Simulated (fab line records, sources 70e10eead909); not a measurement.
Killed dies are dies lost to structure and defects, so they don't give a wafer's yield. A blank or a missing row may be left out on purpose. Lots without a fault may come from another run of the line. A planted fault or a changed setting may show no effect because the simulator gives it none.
Chamber matching | flow nand_harc | NHARC_P_M1_DESCUM_14 on rie_diel-08: 4 sister chambers
The step chemistry O2, time 3 s. 4 wafers are shown with their chamber, then 9 later ones without.

WAFERS WITH THEIR CHAMBER
wafer  | chamber | drypump_motor_current_A (A)
L091.4 | 2       | 5.5
L090.1 | 3       | 5.4
L090.4 | 1       | 6.2
L090.5 | 0       | 5.6

WAFERS WITHOUT THEIR CHAMBER
wafer  | drypump_motor_current_A (A)
L092.1 | 5.5
L092.2 | 6.1
L092.4 | 5.6
L094.2 | 5.4
L094.3 | 5.5
L094.4 | 6.1
L097.1 | 5.6
L097.2 | 5.4
L097.3 | 6.1

WHICH CHAMBER EACH WENT THROUGH
wafer  | from the rows above          | in truth
L092.1 | can't be placed: 2 or 0 or 3 | 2
L092.2 | 1                            | 1
L092.4 | can't be placed: 0 or 2      | 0
L094.2 | can't be placed: 3 or 2      | 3
L094.3 | can't be placed: 2 or 0 or 3 | 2
L094.4 | 1                            | 1
L097.1 | can't be placed: 0 or 2      | 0
L097.2 | can't be placed: 3 or 2      | 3
L097.3 | 1                            | 1
Placed correctly: 3 of 9. Can't be placed from these rows: 6 (the true chamber is among the candidates in 6). Placed wrongly: 0.
How it was worked out, from the rows above alone: a wafer's distance from a chamber is the root of the sum, over the readings, of the square of ((its reading less the chamber's mean) divided by the reading's scatter). The wafer belongs to the nearest chamber; if the next one is less than 2 further off, it can't be placed. A chamber's mean is the mean of its shown wafers. The scatter: with one shown wafer a chamber, the root of the mean of the squares of how far each hidden wafer lies from its nearest shown one.
